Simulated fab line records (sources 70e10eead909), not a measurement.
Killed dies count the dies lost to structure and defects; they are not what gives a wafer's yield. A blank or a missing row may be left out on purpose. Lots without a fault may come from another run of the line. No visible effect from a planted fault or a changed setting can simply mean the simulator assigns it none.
The tool behind it: which one?	flow nand harc	6 lots, 18 wafers sampled, at 5 steps of a route of 1302

WHAT EACH GAUGE READ, for each wafer
NHARC_END_SORT_01.
lot	measured	on	defect limited yield (%)
L344	day 28 15:47	prober-01	0 0 92.6

EACH LOT AND THE TOOL THAT RAN IT (in order: tool; ch and the chambers of the sampled wafers; start)
lot	NHARC_A_M1_PVD_21	NHARC_THIN_TSV_ETCH_44	NHARC_THIN_TSV_DEP_47	NHARC_THIN_TSV_PVD_19
L338	pvd sputter-01, day 24 04:13	rie diel-03 ch 1,3, day 24 23:43	pecvd-04 ch 0,1,2, day 25 01:20	pvd sputter-01, no start
L342	pvd sputter-02, day 26 02:23	rie diel-03 ch 0,1,3, day 26 19:10	pecvd-03 ch 0,1,2, day 26 20:46	pvd sputter-02, no start
L343	pvd sputter-01, day 26 06:11	rie diel-02 ch 1,3, day 27 02:53	pecvd-01 ch 0,1,2, day 27 04:27	pvd sputter-03, no start
L344	pvd sputter-01, day 27 05:10	rie diel-03 ch 3, day 28 00:34	pecvd-03 ch 2, day 28 02:00	pvd sputter-03, day 28 15:47 or earlier
L353	pvd sputter-03, day 31 01:29	rie diel-03 ch 1,2, day 32 02:59	pecvd-03 ch 0,1, day 32 04:34	pvd sputter-02, no start
L355	pvd sputter-03, day 31 18:23	rie diel-02 ch 1,2,3, day 32 15:15	pecvd-04 ch 0,2, day 32 16:44	pvd sputter-03, no start
- NHARC_A_M1_PVD_21: deposits Cu, target thk 30 nm, time 20.49 s.
- NHARC_THIN_TSV_ETCH_44: etches the open film in CF4/O2, target depth 1594.2 nm, time 797.1 s.
- NHARC_THIN_TSV_DEP_47: deposits SiO2, target thk 200 nm.
- NHARC_THIN_TSV_PVD_19: deposits TaN, target thk 20 nm.

THE ANSWER, worked out from the rows above alone
Rule: the usual values come from the lots themselves. Put in order of their means at a reading, lots are off if they are a third of the lots or fewer, leave a main group of 4 or more, and stand apart from it by a gap of 3 or more times the standard deviation of the main group's means; of several such gaps the widest counts. A main group is skipped when, at the precision printed for the reading in the tables above, its means are all equal. Also off: a lot with no number at a reading for which 4 or more lots have one. All remaining lots with rows at the step are treated as sound.
No lot is off at any reading shown: from this, nothing can be told.

WHAT THE SIMULATOR HAD INSERTED
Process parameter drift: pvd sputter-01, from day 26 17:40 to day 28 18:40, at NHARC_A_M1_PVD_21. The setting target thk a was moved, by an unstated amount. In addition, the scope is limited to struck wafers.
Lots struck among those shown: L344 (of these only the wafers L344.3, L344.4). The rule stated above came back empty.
